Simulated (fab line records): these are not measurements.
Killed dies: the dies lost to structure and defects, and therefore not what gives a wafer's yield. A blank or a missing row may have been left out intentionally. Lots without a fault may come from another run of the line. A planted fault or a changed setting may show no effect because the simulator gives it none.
Chamber matching || flow n5Finfet || N5_PMOS_HMC_CHANNEL_EPI_HM_DEP_34 on pecvd-04: 3 sister chambers
The step deposits SiO2 from TEOS/O2, target thk 36 nm, time 6.9 s. 14 wafers are shown with their chamber, then 7 later ones without.

== WAFERS, EACH WITH ITS CHAMBER ==
{"wafer": "L180.2", "chamber": 1, "throttleValvePct (%)": 17.4, "rfFwdPowerW (W)": 890, "showerheadPlenumPTorr (Torr)": 8.38}
{"wafer": "L180.3", "chamber": 2, "throttleValvePct (%)": 19.3, "rfFwdPowerW (W)": 882, "showerheadPlenumPTorr (Torr)": 8.36}
{"wafer": "L180.5", "chamber": 2, "throttleValvePct (%)": 19.5, "rfFwdPowerW (W)": 880, "showerheadPlenumPTorr (Torr)": 8.37}
{"wafer": "L181.1", "chamber": 0, "throttleValvePct (%)": 19.1, "rfFwdPowerW (W)": 890, "showerheadPlenumPTorr (Torr)": 8.36}
{"wafer": "L181.5", "chamber": 2, "throttleValvePct (%)": 19.4, "rfFwdPowerW (W)": 879, "showerheadPlenumPTorr (Torr)": 8.36}
{"wafer": "L181.6", "chamber": 1, "throttleValvePct (%)": 17.4, "rfFwdPowerW (W)": 890, "showerheadPlenumPTorr (Torr)": 8.40}
{"wafer": "L188.2", "chamber": 1, "throttleValvePct (%)": 17.2, "rfFwdPowerW (W)": 894, "showerheadPlenumPTorr (Torr)": 8.40}
{"wafer": "L188.4", "chamber": 2, "throttleValvePct (%)": 19.3, "rfFwdPowerW (W)": 876, "showerheadPlenumPTorr (Torr)": 8.37}
{"wafer": "L188.5", "chamber": 0, "throttleValvePct (%)": 19.5, "rfFwdPowerW (W)": 887, "showerheadPlenumPTorr (Torr)": 8.36}
{"wafer": "L192.2", "chamber": 0, "throttleValvePct (%)": 19.5, "rfFwdPowerW (W)": 891, "showerheadPlenumPTorr (Torr)": 8.35}
{"wafer": "L192.4", "chamber": 2, "throttleValvePct (%)": 19.2, "rfFwdPowerW (W)": 876, "showerheadPlenumPTorr (Torr)": 8.37}
{"wafer": "L192.6", "chamber": 1, "throttleValvePct (%)": 17.6, "rfFwdPowerW (W)": 888, "showerheadPlenumPTorr (Torr)": 8.40}
{"wafer": "L193.2", "chamber": 1, "throttleValvePct (%)": 17.6, "rfFwdPowerW (W)": 889, "showerheadPlenumPTorr (Torr)": 8.40}
{"wafer": "L193.5", "chamber": 2, "throttleValvePct (%)": 18.9, "rfFwdPowerW (W)": 874, "showerheadPlenumPTorr (Torr)": 8.38}

SIGNATURES (means of the wafers above)
{"reading": "throttleValvePct", "chamber 0": 19.367, "chamber 1": 17.440, "chamber 2": 19.267, "scatter within a chamber": 0.198}
{"reading": "rfFwdPowerW", "chamber 0": 889.33, "chamber 1": 890.20, "chamber 2": 877.83, "scatter within a chamber": 2.6}
{"reading": "showerheadPlenumPTorr", "chamber 0": 8.3567, "chamber 1": 8.3960, "chamber 2": 8.3683, "scatter within a chamber": 0.0078}
Rule: for each reading, subtract the chamber's mean from the wafer's reading, divide by that reading's scatter and square the result; add these up over the readings and take the root, which gives the wafer's distance from the chamber. If the next closest chamber is less than 2 further off than the closest, the wafer can't be placed; otherwise it belongs to the closest. The scatter: the root of (the sum of the squares of (reading less its chamber's mean) over the shown wafers, divided by (wafers less chambers)).

== WAFERS MISSING THEIR CHAMBER ==
{"wafer": "L193.6", "throttleValvePct (%)": 17.4, "rfFwdPowerW (W)": 891, "showerheadPlenumPTorr (Torr)": 8.43}
{"wafer": "L194.1", "throttleValvePct (%)": 19.5, "rfFwdPowerW (W)": 877, "showerheadPlenumPTorr (Torr)": 8.39}
{"wafer": "L194.2", "throttleValvePct (%)": 17.5, "rfFwdPowerW (W)": 895, "showerheadPlenumPTorr (Torr)": 8.39}
{"wafer": "L194.4", "throttleValvePct (%)": 17.8, "rfFwdPowerW (W)": 889, "showerheadPlenumPTorr (Torr)": 8.40}
{"wafer": "L203.1", "throttleValvePct (%)": 19.0, "rfFwdPowerW (W)": 881, "showerheadPlenumPTorr (Torr)": 8.37}
{"wafer": "L203.4", "throttleValvePct (%)": 17.3, "rfFwdPowerW (W)": 894, "showerheadPlenumPTorr (Torr)": 8.43}
{"wafer": "L203.6", "throttleValvePct (%)": 19.2, "rfFwdPowerW (W)": 882, "showerheadPlenumPTorr (Torr)": 8.38}

== CHAMBER TAKEN BY EACH ==
{"wafer": "L193.6", "from the rows above": 1, "in truth": 1}
{"wafer": "L194.1", "from the rows above": 2, "in truth": 2}
{"wafer": "L194.2", "from the rows above": 1, "in truth": 1}
{"wafer": "L194.4", "from the rows above": 1, "in truth": 1}
{"wafer": "L203.1", "from the rows above": 2, "in truth": 2}
{"wafer": "L203.4", "from the rows above": 1, "in truth": 1}
{"wafer": "L203.6", "from the rows above": "can't be placed: 2 or 0", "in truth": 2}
Correctly placed: 6 of 7. These rows do not allow placing 1 (true chamber among the candidates in 1). Wrongly placed: 0.
